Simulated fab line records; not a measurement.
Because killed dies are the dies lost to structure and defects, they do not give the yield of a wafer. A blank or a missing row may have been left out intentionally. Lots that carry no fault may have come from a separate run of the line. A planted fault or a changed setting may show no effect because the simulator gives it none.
The tool behind it: which one?    flow nand-harc    13 lots with 39 wafers sampled at 5 steps, on a route of 1302 steps

WHAT THE GAUGES SHOWED, per wafer
NHARC_END_SORT_01. Usual: killed-at-array 53, standard deviation 20; killed-at-other 1, standard deviation 1.2; killed-at-periphery 3.7, standard deviation 2.6; killed-dies 58, standard deviation 20; killed-open 3.5, standard deviation 1.8; killed-short 2.4, standard deviation 1.7.
lot   measured      on         killed-at-array  killed-at-other  killed-at-periphery  killed-dies  killed-open  killed-short  flag
L686  day 26 02:25  prober-02  53 670 49        3 2 3            3 5 4                59 677 56    1 2 6        3 6 1         OFF

WHAT TOOL EACH LOT RAN ON (gives the tool, then ch and the chambers of the sampled wafers, and finally the start)
lot   NHARC_A_STAIRCASE_DEP_325        NHARC_A_BONDPAD_PRE_CLEAN_26             NHARC_A_BONDPAD_ANNEAL_28         NHARC_A_BONDPAD_CMP_19
L681  pecvd-03 ch 0,1, day 18 11:07    pvd-sputter-01, day 23 02:44 or earlier  rtp-anneal-02 ch 0, day 23 02:44  cmp-04 ch 0,1, day 23 03:02
L682  pecvd-04 ch 1,2, day 18 11:13    pvd-sputter-01, day 23 06:26 or earlier  rtp-anneal-02 ch 0, day 23 06:26  cmp-02 ch 0,2, day 23 06:44
L683  pecvd-03 ch 0,1, day 18 21:42    pvd-sputter-02, day 23 16:49 or earlier  rtp-anneal-01 ch 0, day 23 16:49  cmp-01 ch 1,2,3, day 23 17:07
L685  pecvd-01 ch 0,1, day 20 03:19    pvd-sputter-01, day 25 03:47 or earlier  rtp-anneal-02 ch 0, day 25 03:47  cmp-04 ch 1,2, day 25 04:01
L686  pecvd-03 ch 0,1,2, day 20 03:53  pvd-sputter-03, day 24 23:20 or earlier  rtp-anneal-02 ch 0, day 24 23:20  cmp-02 ch 0,2, day 24 23:41
L696  pecvd-01 ch 0,2, day 24 07:31    pvd-sputter-03, day 28 20:17 or earlier  rtp-anneal-01 ch 0, day 28 20:17  cmp-04 ch 0,1,2, day 28 20:37
L698  pecvd-01 ch 0,1, day 25 13:02    pvd-sputter-01, day 30 00:22 or earlier  rtp-anneal-02 ch 0, day 30 00:22  cmp-02 ch 0,1, day 30 00:38
L700  pecvd-01 ch 1,2, day 26 01:08    pvd-sputter-01, day 30 12:20 or earlier  rtp-anneal-01 ch 0, day 30 12:20  cmp-04 ch 0,1, day 30 12:42
L699  pecvd-03 ch 0,1,2, day 26 01:08  pvd-sputter-01, day 30 15:50 or earlier  rtp-anneal-01 ch 0, day 30 15:50  cmp-02 ch 0,1,3, day 30 16:05
L701  pecvd-03 ch 0,1,2, day 26 08:25  pvd-sputter-02, day 31 04:58 or earlier  rtp-anneal-02 ch 0, day 31 04:58  cmp-04 ch 1,3, day 31 05:21
L702  pecvd-01 ch 0,2, day 27 01:40    pvd-sputter-01, day 31 19:35 or earlier  rtp-anneal-01 ch 0, day 31 19:35  cmp-01 ch 0,2, day 31 19:55
L704  pecvd-01 ch 0,1,2, day 27 12:08  pvd-sputter-01, day 32 02:23 or earlier  rtp-anneal-01 ch 0, day 32 02:23  cmp-04 ch 0,2,3, day 32 02:46
L703  pecvd-03 ch 0,1, day 27 12:25    pvd-sputter-02, day 32 13:07 or earlier  rtp-anneal-01 ch 0, day 32 13:07  cmp-01 ch 1,3, day 32 13:26
- NHARC_A_STAIRCASE_DEP_325: deposits SiO2, target thk 7200 nm.
- NHARC_A_BONDPAD_PRE_CLEAN_26: time 30 s.
- NHARC_A_BONDPAD_ANNEAL_28: time 90 s.
- NHARC_A_BONDPAD_CMP_19: polishes, t overpolish 30 s, cu recess touch 16 s, target thk 169.82 nm.

WHAT THE TOOLS THEMSELVES READ (means of the sampled wafers that have a number; where no wafer has one, the mark that the record gives instead)
NHARC_A_STAIRCASE_DEP_325. Usual: heater-power-w 689 W, standard deviation 100; mfc-precursor-sccm 200.0 sccm, standard deviation 0.58.
lot   tool      heater-power-w (W)  mfc-precursor-sccm (sccm)  flag
L681  pecvd-03  743                 199.7                      
L682  pecvd-04  865                 200.4                      
L683  pecvd-03  606                 200.7                      
L685  pecvd-01  654                 199.7                      
L686  pecvd-03  643                 200.8                      
L696  pecvd-01  638                 199.7                      
L698  pecvd-01  634                 200.0                      
L700  pecvd-01  695                 199.7                      
L699  pecvd-03  646                 200.2                      
L701  pecvd-03  700                 200.3                      
L702  pecvd-01  640                 199.9                      
L704  pecvd-01  660                 200.1                      
L703  pecvd-03  585                 199.9                      

NHARC_A_BONDPAD_PRE_CLEAN_26. Usual: heater-power-w 403 W, standard deviation 41.
lot   tool            heater-power-w (W)  flag
L681  pvd-sputter-01  404                 
L682  pvd-sputter-01  376                 
L683  pvd-sputter-02  396                 
L685  pvd-sputter-01  441                 
L686  pvd-sputter-03  500                 
L696  pvd-sputter-03  436                 
L698  pvd-sputter-01  404                 
L700  pvd-sputter-01  439                 
L699  pvd-sputter-01  410                 
L701  pvd-sputter-02  380                 
L702  pvd-sputter-01  414                 
L704  pvd-sputter-01  404                 
L703  pvd-sputter-02  395                 

NHARC_A_BONDPAD_ANNEAL_28. Usual: anneal-temp-c 225.00 C, standard deviation 0.18; anneal-temp-c-max 226.2, standard deviation 0.31; wafer_temp_C_max 225.8, standard deviation 0.36.
lot   tool           anneal-temp-c (C)  anneal-temp-c-max  wafer_temp_C_max  flag
L681  rtp-anneal-02  224.91             226.1              226.3             
L682  rtp-anneal-02  224.83             226.4              226.2             
L683  rtp-anneal-01  224.86             226.0              225.6             
L685  rtp-anneal-02  225.16             226.6              226.1             
L686  rtp-anneal-02  225.28             226.5              226.0             
L696  rtp-anneal-01  225.10             226.1              225.5             
L698  rtp-anneal-02  224.91             226.3              226.1             
L700  rtp-anneal-01  224.97             225.9              225.5             
L699  rtp-anneal-01  224.94             225.8              225.3             
L701  rtp-anneal-02  224.75             226.4              226.0             
L702  rtp-anneal-01  225.15             226.2              225.6             
L704  rtp-anneal-01  225.11             226.1              225.5             
L703  rtp-anneal-01  225.05             226.2              225.5             

NHARC_A_BONDPAD_CMP_19. Usual: motor-current-A 11.8 A, standard deviation 1.2; overpolish-run-s 30.000 s, standard deviation 0.01.
lot   tool    motor-current-A (A)  overpolish-run-s (s)  flag
L681  cmp-04  11.0                 30.005                
L682  cmp-02  12.6                 30.003                
L683  cmp-01  11.5                 29.992                
L685  cmp-04  10.1                 30.002                
L686  cmp-02  12.2                 29.987                
L696  cmp-04  11.1                 29.996                
L698  cmp-02  13.3                 29.997                
L700  cmp-04  11.2                 29.999                
L699  cmp-02  12.3                 30.000                
L701  cmp-04  11.8                 29.995                
L702  cmp-01  11.5                 30.002                
L704  cmp-04  11.8                 30.009                
L703  cmp-01  11.1                 29.989                

THE ANSWER, worked out from the rows above alone
Rule: a lot counts as off when the mean over its wafers that have a number is more than 3 standard deviations away from the usual mean. A lot without any number at a reading at which 4 lots or more have one is off too. The other lots that the step has rows for count as sound. The gauges are gone through in route order, then the tools' own readings, and for those a lot's mean is taken as printed above. At the first step where some lot is off, the reading lying furthest off is the one used; lots without a number count as furthest.
Off, at NHARC_END_SORT_01 on killed-dies: L686. Neither off nor sound, because the step has no rows for them: L681, L682, L683, L685, L696, L698, L700, L699, L701, L702, L704, L703.
If a tool, at a process step before that reading, ran all the lots that are off and no sound lot after the first of them, it fits. The gauges at NHARC_END_SORT_01 are tried like those tools. NHARC_A_BONDPAD_PRE_CLEAN_26 gives no start for some lots, so the hours and the order of its lots are those of NHARC_A_BONDPAD_ANNEAL_28. Can't be told from this: 5 tools fit, pecvd-03 at NHARC_A_STAIRCASE_DEP_325, pvd-sputter-03 at NHARC_A_BONDPAD_PRE_CLEAN_26, rtp-anneal-02 at NHARC_A_BONDPAD_ANNEAL_28, cmp-02 at NHARC_A_BONDPAD_CMP_19, prober-02 at NHARC_END_SORT_01.

WHAT THE SIMULATOR HAD INSERTED
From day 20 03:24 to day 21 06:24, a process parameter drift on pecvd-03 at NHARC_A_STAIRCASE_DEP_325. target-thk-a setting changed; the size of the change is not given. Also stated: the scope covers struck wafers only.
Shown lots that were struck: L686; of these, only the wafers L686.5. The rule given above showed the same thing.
